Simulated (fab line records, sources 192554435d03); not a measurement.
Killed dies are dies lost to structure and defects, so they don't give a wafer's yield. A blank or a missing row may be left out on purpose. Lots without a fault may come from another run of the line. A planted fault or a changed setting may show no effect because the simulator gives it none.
A struck lot beside a sound one | flow n5_finfet | 16 steps out of a route of 1938
Sound: wafers L941.1, L941.5, L941.6. Struck: wafer L946.6. (L946.1 of the same lot was not struck and is left out.) The cause comes at the end.
At each step with rows: each side's tool, then ch and its chambers, then its first start. Under that, the readings that differ: sound wafers | struck wafers | difference of the means | sigmas: that difference in standard deviations of wafers without a fault.
alike: readings whose means differ by less than 2 such deviations, and words and numbers that are the same on both sides. not compared: withheld readings, readings that some wafer has no value for, bounds like >300 that may hide the same value, and numbers for which the record gives no deviation and whose values overlap.
The two part at a step that has a row with sigmas, a row that says differs or no value, or rows on one side only. Numbers that don't overlap but have no deviation are shown without sigmas and don't part them. A reading that every wafer of one side lacks parts them only if that side has two wafers or more.

first, 6 steps without rows for these wafers: N5_BEOL_M0_DEGAS_112 (time 60 s); N5_BEOL_M0_PRE_CLEAN_113 (time 30 s); N5_BEOL_M0_ALD_136 (deposits TaN, pulse time 2 s, purge time 3 s, co reactant purge time 2 s); N5_BEOL_M0_SURFACE_TREAT_137; N5_BEOL_M0_CVD_115 (deposits Co from CCTBA/H2, time 120 s); N5_BEOL_M0_SPUTTER_116 (material Cu, target thk 4 nm, time 7.37 s).
N5_BEOL_M0_ANNEAL_117: time 60 s.
  sound on pvd_sputter-01, day 8 20:35; struck on pvd_sputter-01, day 9 20:59
  alike: heater_power_w
N5_BEOL_M0_SPUTTER_132: material Cu, target thk 4 nm, time 7.37 s.
  sound on pvd_sputter-01, day 8 20:37; struck on pvd_sputter-01, day 9 21:01
  alike: chuck_gas_flow_sccm, throttle_valve_pct
then, 1 step without rows for these wafers: N5_BEOL_M0_ANNEAL_133 (time 60 s).
N5_BEOL_M0_SPUTTER_134: material Cu, target thk 4 nm, time 7.37 s.
  sound on pvd_sputter-01, day 8 20:44; struck on pvd_sputter-01, day 9 21:08
  alike: chuck_gas_flow_sccm, throttle_valve_pct
N5_BEOL_M0_ANNEAL_135: time 60 s.
  sound on pvd_sputter-01, day 8 20:49; struck on pvd_sputter-01, day 9 21:13
  alike: heater_power_w
N5_BEOL_M0_SPUTTER_141: material Cu, target thk 4 nm, time 7.37 s.
  sound on pvd_sputter-01, day 8 20:52; struck on pvd_sputter-01, day 9 21:16
  alike: chuck_gas_flow_sccm, throttle_valve_pct
N5_BEOL_M0_ECD_118: material Cu, target thk 300 nm.
  sound on ecd_cu-01 ch 0,1, day 8 20:59; struck on ecd_cu-01 ch 1, day 9 21:23
  reading                                 | sound           | struck | difference | sigmas
  model.Cu_of_BEOL_M0_ECD_118.thk_nm (nm) | 303 302.8 300.4 | 583.2  | +281.1     |
then, 1 step without rows for these wafers: N5_BEOL_M0_ANNEAL_119 (time 90 s).
N5_BEOL_M0_CMP_120: polishes, stops on SiOC, t overpolish 6.9 s.
  sound on cmp-02 ch 0,1, day 8 21:25; struck on cmp-02 ch 3, day 9 21:47
  reading                | sound          | struck | difference | sigmas
  time_to_endpoint_s (s) | 64.6 63.6 60.1 | 122.2  | +59.4      | +21
  alike: head_pressure_psi, motor_current_A, retaining_ring_pressure_frac, slurry_flow_ml_min
  not compared: pad_life_wafers
-- the record jumps here: 2 days lie between the struck wafers' starts before and after (it left off in module BEOL_M0 and takes up again in module BEOL_M4, whose first step shown is number 1111 of the route) --
N5_BEOL_M4_RC_MEAS_101:
  sound on prober-02 ch 0, day 11 06:46; struck on prober-02 ch 0, day 12 08:45
  alike: DIBL_N, DIBL_P, IOFF_N, IOFF_P, ION_N, ION_P, SS_N, SS_P, VT_N, VT_P

WHERE THEY PART
Only at N5_BEOL_M0_CMP_120, within this record. Later steps at which nothing parts them and some readings are alike: N5_BEOL_M4_RC_MEAS_101.

WHY: what the simulator had put in
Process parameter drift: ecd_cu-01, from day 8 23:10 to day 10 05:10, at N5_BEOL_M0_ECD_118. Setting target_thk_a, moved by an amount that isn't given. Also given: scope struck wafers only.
